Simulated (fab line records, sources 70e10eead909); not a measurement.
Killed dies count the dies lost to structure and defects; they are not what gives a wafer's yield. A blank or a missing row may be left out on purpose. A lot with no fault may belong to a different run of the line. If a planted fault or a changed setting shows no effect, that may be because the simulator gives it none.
Which tool did it?	flow nand harc	13 lots, 39 wafers sampled, at 5 steps of a route of 1302

## WHAT EACH GAUGE READ, for each wafer
NHARC_END_SORT_01. Usual: defect limited yield 90.2 %, standard deviation 2.3; killed at array 62, standard deviation 15; killed at other 0.8, standard deviation 1; killed at periphery 3.7, standard deviation 2.6; killed dies 66, standard deviation 15; killed open 3.1, standard deviation 1.8; killed short 2.6, standard deviation 1.7.
lot	measured	on	defect limited yield (%)	killed at array	killed at other	killed at periphery	killed dies	killed open	killed short	flag
L389	day 30 17:49	prober-02	0 90.8 91.3	61 55 51	1 0 1	615 7 7	677 62 59	7 5 5	5 3 5	OFF
L391	day 32 03:33	prober-02	0 91.6 0	54 52 61	0 0 0	623 5 616	677 57 677	5 2 5	3 4 0	OFF

## WHICH TOOL RAN EACH LOT (tool, then ch and the chambers of the sampled wafers, then the start)
lot	NHARC_P_M2_PVD_21	NHARC_THIN_TSV_DESCUM_14	NHARC_THIN_TSV_ETCH_15	NHARC_THIN_TSV_ETCHBACK_48
L373	pvd sputter-03, day 6 10:52	rie diel-13 ch 0,2, day 23 16:50	rie si-03 ch 0,1,2, day 23 17:31	rie diel-13 ch 0,1, day 23 18:55
L374	pvd sputter-01, day 6 18:37	rie diel-06 ch 2,3, day 23 14:31	rie si-01 ch 0,1,3, day 23 15:12	rie diel-06 ch 0,2,3, day 23 16:42
L376	pvd sputter-02, day 7 12:43	rie diel-06 ch 2,3, day 25 10:23	rie si-05 ch 0,1,2, day 25 11:04	rie diel-13 ch 1,3, day 25 12:31
L377	pvd sputter-01, day 7 23:23	rie diel-13 ch 0,2,3, day 25 09:11	rie si-05 ch 0,2,3, day 25 09:52	rie diel-10 ch 0,2,3, day 25 11:16
L378	pvd sputter-01, day 8 10:13	rie diel-13 ch 2,3, day 26 02:07	rie si-01 ch 0,2, day 26 02:48	rie diel-13 ch 1,2, day 26 04:13
L379	pvd sputter-01, day 9 02:18	rie diel-13 ch 0,1, day 27 08:02	rie si-01 ch 0,1,2, day 27 08:43	rie diel-10 ch 0,1,3, day 27 10:13
L382	pvd sputter-02, day 10 08:36	rie diel-10 ch 0,2,3, day 27 13:19	rie si-01 ch 0,1,3, day 27 13:57	rie diel-10 ch 0,3, day 27 15:23
L383	pvd sputter-02, day 10 16:16	rie diel-13 ch 1,2,3, day 27 20:36	rie si-05 ch 1,2, day 27 21:16	rie diel-10 ch 0,2,3, day 27 22:46
L384	pvd sputter-03, day 11 02:11	rie diel-10 ch 0,2,3, day 28 18:04	rie si-03 ch 0,1,2, day 28 18:43	rie diel-13 ch 1,2,3, day 28 20:07
L385	pvd sputter-01, day 11 05:39	rie diel-06 ch 0,3, day 28 12:37	rie si-03 ch 0,2,3, day 28 13:16	rie diel-10 ch 2,3, day 28 14:43
L389	pvd sputter-01, day 13 06:18	rie diel-10 ch 2,3, day 30 02:17	rie si-03 ch 0,2, day 30 02:58	rie diel-10 ch 1,3, day 30 04:30
L391	pvd sputter-01, day 13 23:40	rie diel-10 ch 1, day 31 11:52	rie si-03 ch 2, day 31 12:32	rie diel-10 ch 0, day 31 13:55
L396	pvd sputter-02, day 15 20:19	rie diel-06 ch 0,3, day 33 09:44	rie si-01 ch 0,3, day 33 10:22	rie diel-06 ch 0,1,2, day 33 11:49
- NHARC_P_M2_PVD_21: deposits Cu, target thk 30 nm, time 20.49 s.
- NHARC_THIN_TSV_DESCUM_14: chemistry O2, time 3 s.
- NHARC_THIN_TSV_ETCH_15: target depth 3000 nm, bosch target overetch cycles 2, bosch etch step 2.8 s.
- NHARC_THIN_TSV_ETCHBACK_48: etches the open film in C4F8/Ar, target depth 1028.5 nm, time 405.17 s.

## WHAT THE TOOLS THEMSELVES READ (means of the sampled wafers that have a number; where no wafer has one, the mark that the record gives instead)
NHARC_P_M2_PVD_21. Usual: throttle valve pct 30.7 %, standard deviation 0.85.
lot	tool	throttle valve pct (%)	flag
L373	pvd sputter-03	30.7	
L374	pvd sputter-01	30.2	
L376	pvd sputter-02	31.5	
L377	pvd sputter-01	30.7	
L378	pvd sputter-01	30.7	
L379	pvd sputter-01	30.3	
L382	pvd sputter-02	29.9	
L383	pvd sputter-02	30.4	
L384	pvd sputter-03	31.1	
L385	pvd sputter-01	29.9	
L389	pvd sputter-01	30.0	
L391	pvd sputter-01	30.8	
L396	pvd sputter-02	30.1	

NHARC_THIN_TSV_DESCUM_14. Usual: drypump motor current A 5.8 A, standard deviation 0.41; o2 flow sccm 199.9 sccm, standard deviation 0.63; oes product au 1.001 a.u., standard deviation 0.0097; rf vpp V 58.0 V, standard deviation 0.88; showerhead plenum p Torr 1.94 Torr, standard deviation 0.071; throttle valve pct 11.310 %, standard deviation 0.0086.
lot	tool	drypump motor current A (A)	o2 flow sccm (sccm)	oes product au (a.u.)	rf vpp V (V)	showerhead plenum p Torr (Torr)	throttle valve pct (%)	flag
L373	rie diel-13	5.7	200.0	0.987	58.6	1.95	11.312	
L374	rie diel-06	6.5	200.5	1.003	57.9	1.93	11.298	
L376	rie diel-06	6.5	199.7	1.010	58.1	1.93	11.309	
L377	rie diel-13	5.6	199.2	0.992	57.6	1.94	11.308	
L378	rie diel-13	5.4	200.8	0.987	58.7	1.98	11.315	
L379	rie diel-13	5.7	200.2	0.986	58.5	1.95	11.311	
L382	rie diel-10	5.7	199.7	0.999	58.8	1.92	11.315	
L383	rie diel-13	5.4	200.4	0.999	57.9	1.98	11.316	
L384	rie diel-10	5.7	200.6	0.992	58.1	1.92	11.311	
L385	rie diel-06	5.8	200.3	1.002	57.9	1.95	11.318	
L389	rie diel-10	6.0	200.3	1.004	58.6	1.87	11.310	
L391	rie diel-10	6.2	200.6	1.011	56.6	1.95	11.298	
L396	rie diel-06	6.0	200.5	1.008	58.0	1.96	11.310	

NHARC_THIN_TSV_ETCH_15. Usual: drypump motor current A 5.8 A, standard deviation 0.57.
lot	tool	drypump motor current A (A)	flag
L373	rie si-03	5.9	
L374	rie si-01	5.5	
L376	rie si-05	5.7	
L377	rie si-05	6.0	
L378	rie si-01	6.0	
L379	rie si-01	5.5	
L382	rie si-01	5.5	
L383	rie si-05	5.6	
L384	rie si-03	5.8	
L385	rie si-03	6.2	
L389	rie si-03	6.1	
L391	rie si-03	6.4	
L396	rie si-01	5.8	

NHARC_THIN_TSV_ETCHBACK_48. Usual: oes product au 0.933 a.u., standard deviation 0.02; rf vpp V 548.0 V, standard deviation 2.8.
lot	tool	oes product au (a.u.)	rf vpp V (V)	flag
L373	rie diel-13	0.961	546.2	
L374	rie diel-06	0.932	548.9	
L376	rie diel-13	0.989	549.3	
L377	rie diel-10	0.933	547.3	
L378	rie diel-13	0.925	549.1	
L379	rie diel-10	0.927	549.0	
L382	rie diel-10	0.927	549.6	
L383	rie diel-10	0.933	547.3	
L384	rie diel-13	0.926	550.0	
L385	rie diel-10	0.920	543.8	
L389	rie diel-10	0.928	549.0	
L391	rie diel-10	0.931	552.0	
L396	rie diel-06	0.922	549.1	

## THE ANSWER, worked out from the rows above alone
Rule: lot off if the mean of its wafers having a number is beyond 3 standard deviations from the usual mean. Also off: a lot with no number at a reading for which 4 or more lots have one. Any other lot the step has rows for is counted as sound. After the gauges, taken in route order, come the tools' own readings; for these a lot's mean is taken, as printed above. At the first step where some lot is off, the reading lying furthest off is the one used; lots without a number count as furthest.
Off: L389, L391 (NHARC_END_SORT_01, killed at periphery). Neither off nor sound, because the step has no rows for them: L373, L374, L376, L377, L378, L379, L382, L383, L384, L385, L396.
If a tool, at a process step before that reading, ran all the lots that are off and no sound lot after the first of them, it fits. Gauges at NHARC_END_SORT_01: tried the same way as those tools. Can't be told from this: 4 tools fit, pvd sputter-01 at NHARC_P_M2_PVD_21, rie diel-10 at NHARC_THIN_TSV_DESCUM_14 and NHARC_THIN_TSV_ETCHBACK_48, rie si-03 at NHARC_THIN_TSV_ETCH_15, prober-02 at NHARC_END_SORT_01.

## WHAT THE SIMULATOR PUT IN
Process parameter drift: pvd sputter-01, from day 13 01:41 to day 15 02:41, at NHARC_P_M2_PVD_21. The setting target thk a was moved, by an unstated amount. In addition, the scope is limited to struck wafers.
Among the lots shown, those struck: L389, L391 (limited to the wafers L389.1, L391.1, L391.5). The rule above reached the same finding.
